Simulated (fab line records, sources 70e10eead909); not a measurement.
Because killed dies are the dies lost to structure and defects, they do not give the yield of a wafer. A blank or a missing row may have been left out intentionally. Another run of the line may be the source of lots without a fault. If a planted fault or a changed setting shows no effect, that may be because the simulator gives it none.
Comparing a struck lot with a sound one    flow nandHarc    14 out of 1159 route steps
Sound: the wafers L859.3, L859.4, L859.6. Struck: wafers L864.1, L864.3, L864.6. The cause is given at the end.
For every step that has rows: the tool of each side, followed by ch and its chambers, followed by its first start. Under that, the readings that differ: sound wafers    struck wafers    difference of the means    sigmas: that difference in standard deviations of wafers without a fault.
alike: words and numbers the same on both sides, and readings whose means are apart by under 2 such deviations; not compared: readings that were withheld, readings missing a value for some wafer, numbers with overlapping values and no deviation given by the record, and bounds like >300 which may hide the same value.
A row with sigmas, a row that says differs or no value, or rows on one side alone: a step with any of these is where the two part. When numbers do not overlap yet have no deviation, they are printed without sigmas and do not part them. A reading that every wafer of one side lacks parts them only if that side has two wafers or more.

first, 7 steps without rows for these wafers: NHARC_A_BONDPAD_COAT_33 (time 65 s); NHARC_A_BONDPAD_COAT_03 (resist thk 600 nm); NHARC_A_BONDPAD_SOFTBAKE_04 (time 70 s); NHARC_A_BONDPAD_EBR_05; NHARC_A_BONDPAD_EXPOSE_06 (exposes mask A BPAD); NHARC_A_BONDPAD_PEB_07 (peb time 80 s); NHARC_A_BONDPAD_DEVELOP_08 (time 50 s).
NHARC_A_BONDPAD_CD_MEAS_09 targets a cd of 500 nm.
  sound on cdSem-02 ch 0, day 19 22:52; struck on cdSem-02 ch 0, day 21 09:47
  alike: cdNm
NHARC_A_BONDPAD_OVL_MEAS_35:
  sound on overlay-02, day 19 22:57; struck on overlay-01, day 21 09:52
  alike: overlayXNm, overlayYNm
then, 1 step without rows for these wafers: NHARC_A_BONDPAD_HARDBAKE_10 (time 65 s).
NHARC_A_BONDPAD_DESCUM_11: chemistry O2, time 3 s.
  sound on rieDiel-07 ch 0,3, day 19 23:04; struck on rieDiel-05 ch 1,2, day 21 10:00
reading               sound                 struck                difference  sigmas
throttleValvePct (%)  11.309 11.300 11.300  11.325 11.322 11.316  +0.018      +2
  alike: drypumpMotorCurrentA, oesProductAu, rfVppV, showerheadPlenumPTorr
  not compared: rfHoursCounterH
NHARC_A_BONDPAD_ETCH_34: etches the open film in N2/H2, target depth 60 nm, overetch 18 nm, time 65.91 s.
  sound on rieDiel-07 ch 0,2,3, day 19 23:11; struck on rieDiel-05 ch 0,2,3, day 21 10:05
  alike: drypumpMotorCurrentA, h2FlowSccm, oesProductAu, rfFwdPowerW, rfVppV, showerheadPlenumPTorr, throttleValvePct
  not compared: rfHoursCounterH
NHARC_A_BONDPAD_ETCH_12: etches the open film in CHF3/O2, target depth 220 nm, time 110 s.
  sound on rieDiel-07 ch 2,3, day 19 23:17; struck on rieDiel-05 ch 0,3, day 21 10:11
reading              sound              struck             difference  sigmas
oesProductAu (a.u.)  0.925 0.925 0.932  0.710 0.701 0.702  -0.223      -10
rfFwdPowerW (W)      496.8 497.0 501.3  298.6 297.6 299.4  -199.8      -99 or more
  alike: drypumpMotorCurrentA, rfVppV, showerheadPlenumPTorr, throttleValvePct
  not compared: rfHoursCounterH
NHARC_A_BONDPAD_CD_MEAS_13:
  sound on cdSem-02, day 19 23:26; struck on cdSem-01, day 21 10:19
reading    sound              struck             difference  sigmas
cdNm (nm)  500.1 497.7 499.6  493.4 495.5 495.8  -4.2        -2

## WHERE THEY PART
At NHARC_A_BONDPAD_DESCUM_11 first; at NHARC_A_BONDPAD_CD_MEAS_13 last (within this record only).

WHY: what the simulator had put in
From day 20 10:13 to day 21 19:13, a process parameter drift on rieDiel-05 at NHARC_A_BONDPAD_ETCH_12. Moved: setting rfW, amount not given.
